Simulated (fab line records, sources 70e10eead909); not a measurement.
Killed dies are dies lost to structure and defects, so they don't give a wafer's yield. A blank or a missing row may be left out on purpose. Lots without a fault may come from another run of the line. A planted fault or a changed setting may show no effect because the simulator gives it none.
Which tool did it? | flow nand_harc | 13 lots, 37 wafers sampled, at 5 steps of a route of 1159

WHAT THE GAUGES READ, wafer by wafer
NHARC_P_CONTACT_CD_MEAS_19. Usual: cd_nm 89.2 nm, standard deviation 2.
lot  | measured     | on        | cd_nm (nm)     | flag
L946 | day 5 06:55  | cd_sem-01 | 89.2 84.1 90.7 |
L947 | day 5 19:04  | cd_sem-01 | 90.0 92.0 88.7 |
L950 | day 6 07:59  | cd_sem-02 | 86.7 89.6 90.4 |
L948 | day 6 08:33  | cd_sem-03 | 89.5 90.1 86.6 |
L949 | day 6 08:52  | cd_sem-02 | 91.2 91.5 92.8 |
L952 | day 6 22:11  | cd_sem-01 | 89.9 88.8 93.3 |
L951 | day 7 01:26  | cd_sem-01 | 86.3 90.1 88.0 |
L954 | day 7 09:34  | cd_sem-03 | 88.6 87.9 90.0 |
L953 | day 7 11:55  | cd_sem-03 | 86.3 86.1 87.2 |
L955 | day 8 05:15  | cd_sem-02 | 90.7 87.0 91.8 |
L958 | day 8 18:41  | cd_sem-02 | 89.1 88.0      |
L960 | day 9 04:55  | cd_sem-01 | 90.1 90.7      |
L966 | day 10 17:28 | cd_sem-02 | 90.5 84.6 90.4 |

NHARC_END_SORT_01. Usual: killed_at_array 28, standard deviation 11; killed_at_other 0.5, standard deviation 0.87; killed_at_periphery 2.9, standard deviation 2.2; killed_dies 32, standard deviation 11; killed_open 3.2, standard deviation 1.9; killed_short 1.8, standard deviation 1.4.
lot  | measured     | on        | killed_at_array | killed_at_other | killed_at_periphery | killed_dies | killed_open | killed_short | flag
L958 | day 22 03:39 | prober-02 | 14 18           | 0 0             | 663 0               | 677 18      | 4 4         | 0 0          | OFF
L960 | day 22 12:54 | prober-02 | 10 15           | 0 0             | 667 2               | 677 17      | 2 5         | 2 2          | OFF
L966 | day 23 22:55 | prober-02 | 29 18 19        | 0 0 0           | 2 7 13              | 31 25 32    | 1 0 4       | 1 2 1        |

WHICH TOOL RAN EACH LOT (tool, then ch and the chambers of the sampled wafers, then the start)
lot  | NHARC_P_CONTACT_DESCUM_17          | NHARC_P_CONTACT_ETCH_18            | NHARC_P_CONTACT_STRIP_28
L946 | rie_diel-06 ch 2,3, day 5 05:56    | rie_diel-06 ch 0,1,2, day 5 06:26  | rie_diel-06 ch 0,2,3, day 5 07:02
L947 | rie_diel-09 ch 0,2,3, day 5 18:12  | rie_diel-09 ch 0,1,3, day 5 18:41  | rie_diel-09 ch 0,1,2, day 5 19:08
L950 | rie_diel-06 ch 0,2,3, day 6 07:06  | rie_diel-06 ch 0,1,2, day 6 07:38  | rie_diel-09 ch 0,1, day 6 08:04
L948 | rie_diel-09 ch 0,1,3, day 6 07:41  | rie_diel-09 ch 0,1,2, day 6 08:11  | rie_diel-09 ch 0,1, day 6 08:37
L949 | rie_diel-06 ch 0,1,2, day 6 07:58  | rie_diel-06 ch 1,2,3, day 6 08:28  | rie_diel-09 ch 0,1,2, day 6 08:57
L952 | rie_diel-06 ch 1,2, day 6 21:10    | rie_diel-06 ch 1,2,3, day 6 21:47  | rie_diel-09 ch 1,3, day 6 22:17
L951 | rie_diel-06 ch 1,2,3, day 7 00:14  | rie_diel-06 ch 1,2,3, day 7 00:47  | rie_diel-09 ch 1,3, day 7 01:30
L954 | rie_diel-09 ch 0,1,2, day 7 08:44  | rie_diel-09 ch 0,1,3, day 7 09:13  | rie_diel-09 ch 0,1,3, day 7 09:42
L953 | rie_diel-06 ch 2,3, day 7 10:55    | rie_diel-06 ch 1,2,3, day 7 11:29  | rie_diel-09 ch 0,1,2, day 7 11:59
L955 | rie_diel-09 ch 0,2,3, day 8 04:23  | rie_diel-09 ch 0,3, day 8 04:52    | rie_diel-06 ch 1,2,3, day 8 05:22
L958 | rie_diel-09 ch 0,1, day 8 17:37    | rie_diel-09 ch 1,3, day 8 18:06    | rie_diel-06 ch 1,2, day 8 18:46
L960 | rie_diel-09 ch 1,3, day 9 04:02    | rie_diel-09 ch 1,3, day 9 04:31    | rie_diel-09 ch 0,3, day 9 05:01
L966 | rie_diel-06 ch 0,2,3, day 10 16:35 | rie_diel-06 ch 0,2,3, day 10 17:04 | rie_diel-09 ch 0,2,3, day 10 17:33
- NHARC_P_CONTACT_DESCUM_17: chemistry O2, time 3 s.
- NHARC_P_CONTACT_ETCH_18: etches the open film in C4F8/O2/Ar, target depth 481 nm, time 240.5 s.
- NHARC_P_CONTACT_STRIP_28: strips in O2.

WHAT THE TOOLS THEMSELVES READ (means of the sampled wafers that have a number; where no wafer has one, the mark that the record gives instead)
NHARC_P_CONTACT_DESCUM_17. Usual: drypump_motor_current_A 5.8 A, standard deviation 0.32; oes_product_au 0.998 a.u., standard deviation 0.017; rf_vpp_V 57.7 V, standard deviation 0.8; showerhead_plenum_p_Torr 1.89 Torr, standard deviation 0.052; throttle_valve_pct 11.310 %, standard deviation 0.009.
lot  | tool        | drypump_motor_current_A (A) | oes_product_au (a.u.) | rf_vpp_V (V) | showerhead_plenum_p_Torr (Torr) | throttle_valve_pct (%) | flag
L946 | rie_diel-06 | 5.8                         | 1.018                 | 57.6         | 1.87                            | 11.304                 |
L947 | rie_diel-09 | 5.9                         | 0.993                 | 57.9         | 1.87                            | 11.316                 |
L950 | rie_diel-06 | 5.5                         | 1.008                 | 57.7         | 1.89                            | 11.309                 |
L948 | rie_diel-09 | 5.8                         | 0.997                 | 57.6         | 1.87                            | 11.315                 |
L949 | rie_diel-06 | 5.5                         | 1.012                 | 58.5         | 1.95                            | 11.317                 |
L952 | rie_diel-06 | 5.9                         | 1.010                 | 57.5         | 1.92                            | 11.313                 |
L951 | rie_diel-06 | 5.9                         | 0.992                 | 57.5         | 1.89                            | 11.314                 |
L954 | rie_diel-09 | 5.9                         | 1.008                 | 57.7         | 1.87                            | 11.312                 |
L953 | rie_diel-06 | 5.8                         | 1.002                 | 58.6         | 1.87                            | 11.317                 |
L955 | rie_diel-09 | 5.9                         | 0.990                 | 56.9         | 1.87                            | 11.320                 |
L958 | rie_diel-09 | 5.7                         | 1.006                 | 57.3         | 1.86                            | 11.315                 |
L960 | rie_diel-09 | 5.7                         | 0.985                 | 57.5         | 1.89                            | 11.314                 |
L966 | rie_diel-06 | 5.5                         | 1.016                 | 57.2         | 1.89                            | 11.304                 |

NHARC_P_CONTACT_ETCH_18. Usual: oes_product_au 0.961 a.u., standard deviation 0.023; rf_fwd_power_W 598.4 W, standard deviation 1.8; rf_vpp_V 976 V, standard deviation 3.6; run_length_s 261.6 s, standard deviation 0.34.
lot  | tool        | oes_product_au (a.u.) | rf_fwd_power_W (W) | rf_vpp_V (V) | run_length_s (s) | flag
L946 | rie_diel-06 | 0.977                 | 598.9              | 981          | 261.5            |
L947 | rie_diel-09 | 0.953                 | 599.1              | 976          | 261.8            |
L950 | rie_diel-06 | 0.948                 | 597.8              | 981          | 261.5            |
L948 | rie_diel-09 | 0.969                 | 599.6              | 976          | 261.7            |
L949 | rie_diel-06 | 0.960                 | 596.9              | 976          | 261.5            |
L952 | rie_diel-06 | 0.962                 | 598.5              | 977          | 261.4            |
L951 | rie_diel-06 | 0.960                 | 599.0              | 977          | 261.5            |
L954 | rie_diel-09 | 0.965                 | 598.6              | 975          | 261.8            |
L953 | rie_diel-06 | 0.963                 | 599.6              | 976          | 261.4            |
L955 | rie_diel-09 | 0.959                 | 598.3              | 974          | 261.5            |
L958 | rie_diel-09 | 0.913                 | 597.9              | 976          | 234.3            | OFF
L960 | rie_diel-09 | 0.953                 | 599.5              | 976          | 234.2            | OFF
L966 | rie_diel-06 | 0.985                 | 596.5              | 976          | 261.2            |

NHARC_P_CONTACT_STRIP_28. Usual: drypump_motor_current_A 5.7 A, standard deviation 0.34; oes_product_au 1.001 a.u., standard deviation 0.017; rf_vpp_V 57.6 V, standard deviation 0.79; showerhead_plenum_p_Torr 3.48 Torr, standard deviation 0.088; throttle_valve_pct 17.035 %, standard deviation 0.0085.
lot  | tool        | drypump_motor_current_A (A) | oes_product_au (a.u.) | rf_vpp_V (V) | showerhead_plenum_p_Torr (Torr) | throttle_valve_pct (%) | flag
L946 | rie_diel-06 | 5.5                         | 1.009                 | 58.4         | 3.49                            | 17.034                 |
L947 | rie_diel-09 | 5.9                         | 1.005                 | 57.6         | 3.45                            | 17.033                 |
L950 | rie_diel-09 | 5.7                         | 1.006                 | 57.7         | 3.46                            | 17.035                 |
L948 | rie_diel-09 | 5.7                         | 1.013                 | 57.9         | 3.46                            | 17.032                 |
L949 | rie_diel-09 | 5.9                         | 1.005                 | 58.0         | 3.45                            | 17.042                 |
L952 | rie_diel-09 | 5.8                         | 0.998                 | 57.9         | 3.49                            | 17.042                 |
L951 | rie_diel-09 | 5.8                         | 0.995                 | 58.1         | 3.49                            | 17.039                 |
L954 | rie_diel-09 | 5.8                         | 0.995                 | 58.3         | 3.45                            | 17.036                 |
L953 | rie_diel-09 | 5.8                         | 1.008                 | 57.3         | 3.45                            | 17.034                 |
L955 | rie_diel-06 | 5.9                         | 1.003                 | 56.2         | 3.49                            | 17.033                 |
L958 | rie_diel-06 | 5.8                         | 1.025                 | 57.1         | 3.56                            | 17.040                 |
L960 | rie_diel-09 | 5.8                         | 0.989                 | 57.8         | 3.43                            | 17.027                 |
L966 | rie_diel-09 | 5.9                         | 0.977                 | 57.9         | 3.44                            | 17.033                 |

THE ANSWER, worked out from the rows above alone
Rule: a lot is off if the mean of its wafers that have a number lies more than 3 standard deviations from the usual mean. A lot without any number at a reading at which 4 lots or more have one is off too. The other lots that the step has rows for count as sound. The gauges are gone through in route order, then the tools' own readings, and for those a lot's mean is taken as printed above. The first step at which some lot is off is used, and at that step the reading that is off furthest; a lot without a number counts as furthest.
Off: L958, L960, at NHARC_END_SORT_01 (killed_at_periphery). Neither off nor sound, because the step has no rows for them: L946, L947, L950, L948, L949, L952, L951, L954, L953, L955.
A tool fits if, at a process step before that reading, it ran every lot that is off, and no sound lot after the first of them. The gauges at NHARC_END_SORT_01 aren't tried: what is off there is off at NHARC_P_CONTACT_ETCH_18 too, on other tools, and a gauge's error can't cause that. One fits: rie_diel-09 at NHARC_P_CONTACT_DESCUM_17 and NHARC_P_CONTACT_ETCH_18. It ran no sound lot before its first lot that is off in this sample, so the start can't be narrowed down.

WHAT THE SIMULATOR HAD PUT IN
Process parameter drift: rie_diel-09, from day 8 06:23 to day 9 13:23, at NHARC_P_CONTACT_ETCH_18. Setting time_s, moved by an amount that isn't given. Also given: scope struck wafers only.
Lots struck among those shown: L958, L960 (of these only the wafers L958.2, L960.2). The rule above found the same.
